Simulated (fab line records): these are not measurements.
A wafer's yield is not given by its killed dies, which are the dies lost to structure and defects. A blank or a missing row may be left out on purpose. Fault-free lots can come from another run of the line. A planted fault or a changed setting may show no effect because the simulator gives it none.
Lot-split experiment -- flow n5 finfet -- 21 wafers read from 7 lots, route of 1938 steps

== THE SPLIT ==
At N5_FIN_SAQP_PECVD_06 (deposits a-Si from SiH4/He, target thk 60 nm, time 48.1 s), the setting time s was moved away from the recipe's 48.1 s on 7 of the 21 wafers read, by -9.4% to +8.5%. All remaining wafers had this setting at the recipe value.

== FROM THE SPLIT TO THE READING: what the file shows between them, 8 steps ==
- N5_FIN_SAQP_THK_MEAS_07
- N5_FIN_SAQP_HM_DEP_72: deposits SiO2 from SiH4/N2O, target thk 12 nm, time 7.2 s (also split here: time s)
- N5_FIN_SAQP_COAT_49: time 60 s, resist thk 100 nm
- N5_FIN_SAQP_COAT_50: time 60 s, resist thk 35 nm
- N5_FIN_SAQP_ETCH_52: etches SOC in N2/H2, target depth 100 nm, overetch 20 nm, time 150 s
- N5_FIN_SAQP_STRIP_53: strips in N2/H2
- N5_FIN_SAQP_HM_OPEN_73: chemistry CHF3/O2, target SiO2, stops on a-Si, target depth 12 nm, time 16.8 s
- N5_FIN_SAQP_STRIP_74: strips in CHF3/O2

== THE READING ==
oes product au, in a.u., at N5_FIN_SAQP_MANDREL_ETCH_22 (etches a-Si in HBr/Cl2, stops on SiNx, target depth 60 nm, bt time 10 s, time 30 s). A value of 0.771 a.u. with a standard deviation of 0.0099 a.u. is what fault-free wafers of this fab line usually give.

wafer,"tool, chamber at the split","time s as run, s",against the recipe,"oes product au, a.u.",against lot-mates on the recipe
L075.1,"pecvd-03, 0",48.1,recipe,0.773,-
L075.4,"pecvd-03, 1",48.1,recipe,0.766,-
L075.5,"pecvd-03, 0",52.2,+8.5%,0.810,+0.040
L080.1,"pecvd-02, 1",48.1,recipe,0.767,-
L080.3,"pecvd-02, 0",48.1,recipe,0.764,-
L080.5,"pecvd-02, 2",48.1,recipe,0.783,-
L083.3,"pecvd-03, 2",45.77,-4.8%,0.746,-0.044
L083.5,"pecvd-03, 1",48.1,recipe,0.791,-
L083.6,"pecvd-03, 2",48.1,recipe,0.788,-
L084.1,"pecvd-01, 1",43.57,-9.4%,0.721,-0.044
L084.2,"pecvd-01, 0",48.1,recipe,0.770,-
L084.3,"pecvd-01, 2",48.1,recipe,0.760,-
L088.1,"pecvd-02, 1",45,-6.4%,0.741,-0.031
L088.3,"pecvd-02, 2",48.1,recipe,0.772,-
L088.4,"pecvd-02, 2",45,-6.4%,0.750,-0.022
L090.3,"pecvd-01, 2",50.95,+5.9%,0.790,+0.025
L090.4,"pecvd-01, 2",48.1,recipe,0.765,-
L090.6,"pecvd-01, 1",50.95,+5.9%,0.793,+0.028
L093.1,"pecvd-01, 1",48.1,recipe,0.763,-
L093.3,"pecvd-01, 2",48.1,recipe,0.776,-
L093.6,"pecvd-01, 0",48.1,recipe,0.781,-

THE FIT
A straight line over all 21 wafers: oes product au changes by +0.00443 a.u. for each +1% of time s; r = +0.90; the points scatter about the line by 0.0088 a.u.
The same after taking each lot's own level away (the mean of its wafers on the recipe; 21 wafers): +0.0048 a.u. for each +1%; r = +0.94; scatter 0.0071 a.u.
The reading moves by 0.045 a.u. for the largest change in time s, on that fit.
From 0.7650 to 0.7895 a.u.: that is the span of the lots' own levels, equal to 2.5 times the standard deviation above.
Hence the lot-to-lot level has little effect on the slope; both slopes agree.
Check: -0.0466 a.u. against its lot-mates is what the line predicts for one of the wafers moved furthest among these (-9.4%) when that wafer is left out of the fit. It came out at -0.044 a.u. against them.

== OTHER SPLITS APPLIED TO THESE WAFERS ==
Note: prior to the reading, these wafers also went through further splits. Each is held against what the fit with the lots' levels taken away leaves over:
other split on the same wafers,wafers away from the commonest value,r with oes product au (lot level and that fit taken away)
N5_PMOS_HMC_CHANNEL_EPI_COAT_31 spin rpm,6,-0.03
N5_FIN_SAQP_HM_DEP_72 time s,6,+0.10

== THE WHOLE CHAIN: every reading that the file lists as answering this split, in the file's order ==
step,what it does,reading,change (the file's fit),r (the file's)
N5_FIN_SAQP_PECVD_06,"deposits a-Si from SiH4/He, target thk 60 nm, time 48.1 s","a-Si_of_FIN_SAQP_PECVD_06.thk nm (the simulator's own value, which no gauge read)",+0.665 nm for each +1% of the setting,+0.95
N5_FIN_SAQP_THK_MEAS_07,,thk nm,withheld for each +1% of the setting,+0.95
N5_FIN_SAQP_MANDREL_ETCH_22,"etches a-Si in HBr/Cl2, stops on SiNx, target depth 60 nm, bt time 10 s, time 30 s",oes product au,+0.00494 a.u. for each +1% of the setting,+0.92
N5_FIN_SAQP_MANDREL_ETCH_22,"etches a-Si in HBr/Cl2, stops on SiNx, target depth 60 nm, bt time 10 s, time 30 s","etch.depth nm (the simulator's own value, which no gauge read)",+0.665 nm for each +1% of the setting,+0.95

== THE FILE'S OWN FIT ==
oes product au changes by +0.00494 a.u. for each +1% of time s, r = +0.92.
